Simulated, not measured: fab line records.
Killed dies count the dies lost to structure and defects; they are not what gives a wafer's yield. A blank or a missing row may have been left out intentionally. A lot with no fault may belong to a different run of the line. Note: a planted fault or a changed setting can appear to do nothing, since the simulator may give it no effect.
Which tool did it? ; flow nandHarc ; Sampling: 13 lots, 35 wafers, 4 of 1302 route steps

## WHAT EACH GAUGE READ, for each wafer
The record holds no reading of a measuring or inspecting step that can be judged against a usual standard deviation.

## WHICH TOOL RAN EACH LOT (tool, then ch and the chambers of the sampled wafers, then the start)
lot;NHARC_P_STI_ETCH_31;NHARC_P_GATE_DEP_103;NHARC_P_GATE_ETCHBACK_37;NHARC_P_GATE_STRIP_101
L653;rieDiel-13 ch 0,2,3, day 5 06:11 or earlier;pecvd-04 ch 0,1,2, day 5 06:11;rieDiel-04 ch 0,2,3, day 5 18:20;rieDiel-04 ch 0,1,3, day 5 18:25
L654;rieDiel-12 ch 1,2,3, day 5 06:31 or earlier;pecvd-02 ch 0,1,2, day 5 06:31;rieDiel-10 ch 0,1,2, day 5 18:05;rieDiel-10 ch 0,1,3, day 5 18:10
L656;rieDiel-01 ch 0,1, day 6 09:14 or earlier;pecvd-04 ch 0,1,2, day 6 09:14;rieDiel-04 ch 1,3, day 6 20:54;rieDiel-04 ch 0,1,2, day 6 20:59
L657;rieDiel-13 ch 0,2,3, day 6 20:09 or earlier;pecvd-04 ch 0,1,2, day 6 20:09;rieDiel-04 ch 0,1,3, day 7 07:44;rieDiel-04 ch 0,2,3, day 7 07:49
L663;rieDiel-12 ch 1, day 9 08:51 or earlier;pecvd-03 ch 0, day 9 08:51;rieDiel-09 ch 1, day 9 20:23;rieDiel-09 ch 3, day 9 20:27
L664;rieDiel-01 ch 1, day 9 15:08 or earlier;pecvd-02 ch 2, day 9 15:08;rieDiel-09 ch 1, day 10 02:23;rieDiel-09 ch 1, day 10 02:29
L669;rieDiel-13 ch 0,2, day 11 12:26 or earlier;pecvd-03 ch 0,2, day 11 12:26;rieDiel-04 ch 1,2,3, day 12 00:07;rieDiel-04 ch 0,1,3, day 12 00:13
L671;rieDiel-01 ch 1,2,3, day 12 11:40 or earlier;pecvd-02 ch 0,1,2, day 12 11:40;rieDiel-10 ch 1,3, day 13 01:22;rieDiel-10 ch 0,2,3, day 13 01:26
L672;rieDiel-13 ch 2,3, day 13 01:08 or earlier;pecvd-04 ch 0,1, day 13 01:08;rieDiel-10 ch 0,2,3, day 13 12:47;rieDiel-10 ch 0,2,3, day 13 12:53
L673;rieDiel-12 ch 0,1,2, day 13 17:45 or earlier;pecvd-04 ch 0,1, day 13 17:45;rieDiel-04 ch 1,2,3, day 14 05:13;rieDiel-04 ch 0,1,3, day 14 05:18
L674;rieDiel-13 ch 0,1, day 13 17:07 or earlier;pecvd-04 ch 0,1, day 13 17:07;rieDiel-09 ch 1,3, day 14 04:44;rieDiel-09 ch 1,3, day 14 04:53
L675;rieDiel-12 ch 0,2,3, day 14 11:02 or earlier;pecvd-02 ch 1,2, day 14 11:02;rieDiel-09 ch 0,1,3, day 14 22:37;rieDiel-09 ch 1,2,3, day 14 22:41
L676;rieDiel-13 ch 2,3, day 14 11:51 or earlier;pecvd-04 ch 0,1, day 14 11:51;rieDiel-10 ch 0,1,2, day 15 01:40;rieDiel-10 ch 0,2,3, day 15 01:46
- NHARC_P_STI_ETCH_31: etches the open film in CF4/CHF3, target depth 108.9 nm, time 54.5 s.
- NHARC_P_GATE_DEP_103: deposits SiON, target thk 30 nm.
- NHARC_P_GATE_ETCHBACK_37: etches the open film in CHF3/O2, target depth 34.5 nm, time 17.2 s.
- NHARC_P_GATE_STRIP_101: strips in O2, time 20 s.

## AS READ BY THE TOOLS THEMSELVES (means over the sampled wafers that have a number; for cases with no such wafer, the mark the record gives instead)
NHARC_P_STI_ETCH_31. Usual: drypumpMotorCurrentA 5.7 A, standard deviation 0.37; oesProductAu 0.965 a.u., standard deviation 0.015; rfVppV 371.1 V, standard deviation 2.3; showerheadPlenumPTorr 1.59 Torr, standard deviation 0.064; throttleValvePct 16.802 %, standard deviation 0.0091.
lot;tool;drypumpMotorCurrentA (A);oesProductAu (a.u.);rfVppV (V);showerheadPlenumPTorr (Torr);throttleValvePct (%);flag
L653;rieDiel-13;5.7;0.968;369.7;1.55;16.803;
L654;rieDiel-12;5.5;0.955;371.2;1.61;16.805;
L656;rieDiel-01;5.3;0.977;371.7;1.63;16.801;
L657;rieDiel-13;5.7;0.965;369.9;1.55;16.808;
L663;rieDiel-12;5.4;0.982;372.9;1.68;16.795;
L664;rieDiel-01;5.6;0.977;373.1;1.59;16.814;
L669;rieDiel-13;5.4;0.945;370.4;1.57;16.804;
L671;rieDiel-01;5.9;0.953;372.3;1.61;16.803;
L672;rieDiel-13;5.6;0.966;370.2;1.57;16.802;
L673;rieDiel-12;5.5;0.976;369.3;1.56;16.799;
L674;rieDiel-13;6.0;0.947;368.8;1.52;16.801;
L675;rieDiel-12;5.6;0.961;370.0;1.55;16.804;
L676;rieDiel-13;5.6;0.949;369.6;1.57;16.800;

NHARC_P_GATE_DEP_103. Usual: heaterPowerW at 759 W, with a standard deviation of 80.
lot;tool;heaterPowerW (W);flag
L653;pecvd-04;774;
L654;pecvd-02;728;
L656;pecvd-04;761;
L657;pecvd-04;758;
L663;pecvd-03;873;
L664;pecvd-02;672;
L669;pecvd-03;731;
L671;pecvd-02;818;
L672;pecvd-04;728;
L673;pecvd-04;720;
L674;pecvd-04;724;
L675;pecvd-02;773;
L676;pecvd-04;664;

NHARC_P_GATE_ETCHBACK_37. Usual: drypumpMotorCurrentA 5.8 A, standard deviation 0.52; oesProductAu 0.935 a.u., standard deviation 0.025; rfVppV 371.6 V, standard deviation 2.2; runLengthS 38.5 s, standard deviation 0.46; showerheadPlenumPTorr 2.45 Torr, standard deviation 0.094; throttleValvePct 20.572 %, standard deviation 0.0094.
lot;tool;drypumpMotorCurrentA (A);oesProductAu (a.u.);rfVppV (V);runLengthS (s);showerheadPlenumPTorr (Torr);throttleValvePct (%);flag
L653;rieDiel-04;6.0;0.935;370.0;38.5;2.39;20.570;
L654;rieDiel-10;5.6;0.925;371.0;38.2;2.44;20.572;
L656;rieDiel-04;5.5;0.933;372.4;38.6;2.46;20.580;
L657;rieDiel-04;5.8;0.931;371.0;38.6;2.42;20.579;
L663;rieDiel-09;5.2;0.929;371.4;40.4;2.48;20.575;OFF
L664;rieDiel-09;5.2;0.997;371.2;40.4;2.48;20.579;OFF
L669;rieDiel-04;5.6;0.926;371.7;38.4;2.43;20.563;
L671;rieDiel-10;5.4;0.933;371.9;38.8;2.46;20.583;
L672;rieDiel-10;5.7;0.915;372.0;38.6;2.49;20.567;
L673;rieDiel-04;5.6;0.933;371.0;38.4;2.43;20.569;
L674;rieDiel-09;5.4;0.951;371.9;38.5;2.50;20.569;
L675;rieDiel-09;5.9;1.012;372.7;38.6;2.50;20.573;OFF
L676;rieDiel-10;5.6;0.914;371.1;38.3;2.43;20.573;

NHARC_P_GATE_STRIP_101. Usual: drypumpMotorCurrentA 5.8 A, standard deviation 0.53; oesProductAu 1.000 a.u., standard deviation 0.012; rfVppV 57.9 V, standard deviation 0.87; showerheadPlenumPTorr 3.60 Torr, standard deviation 0.14; throttleValvePct 17.037 %, standard deviation 0.0081.
lot;tool;drypumpMotorCurrentA (A);oesProductAu (a.u.);rfVppV (V);showerheadPlenumPTorr (Torr);throttleValvePct (%);flag
L653;rieDiel-04;5.8;1.005;57.8;3.56;17.033;
L654;rieDiel-10;5.6;1.001;57.5;3.67;17.037;
L656;rieDiel-04;6.3;1.013;57.6;3.43;17.035;
L657;rieDiel-04;6.0;1.003;57.4;3.51;17.041;
L663;rieDiel-09;5.9;1.010;57.3;3.73;17.033;
L664;rieDiel-09;5.2;0.994;58.8;3.64;17.041;
L669;rieDiel-04;5.8;1.007;58.8;3.56;17.038;
L671;rieDiel-10;5.7;0.984;57.6;3.66;17.040;
L672;rieDiel-10;5.7;0.993;57.9;3.66;17.028;
L673;rieDiel-04;5.8;1.007;57.3;3.56;17.038;
L674;rieDiel-09;5.7;0.999;57.5;3.70;17.028;
L675;rieDiel-09;5.8;1.001;58.5;3.69;17.035;
L676;rieDiel-10;5.7;0.994;57.5;3.66;17.035;

## THE ANSWER, worked out from the rows above alone
Rule: take the mean of a lot's wafers that have a number; if it is more than 3 standard deviations from the usual mean, the lot is off. A lot without any number at a reading at which 4 lots or more have one is off too. Where the step has rows for the other lots, those lots are counted as sound. The gauges are gone through in route order, then the tools' own readings, and for those a lot's mean is taken as printed above. At the first step where some lot is off, the reading lying furthest off is the one used; lots without a number count as furthest.
Off at NHARC_P_GATE_ETCHBACK_37 (runLengthS): L663, L664.
If a tool, at that step or one of the process steps before it, ran each lot that is off and ran no sound lot following the first of them, it fits. NHARC_P_STI_ETCH_31 gives no start for some lots, so the hours and the order of its lots are those of NHARC_P_GATE_DEP_103. No candidate that was tried fits.

## WHAT THE SIMULATOR PUT IN
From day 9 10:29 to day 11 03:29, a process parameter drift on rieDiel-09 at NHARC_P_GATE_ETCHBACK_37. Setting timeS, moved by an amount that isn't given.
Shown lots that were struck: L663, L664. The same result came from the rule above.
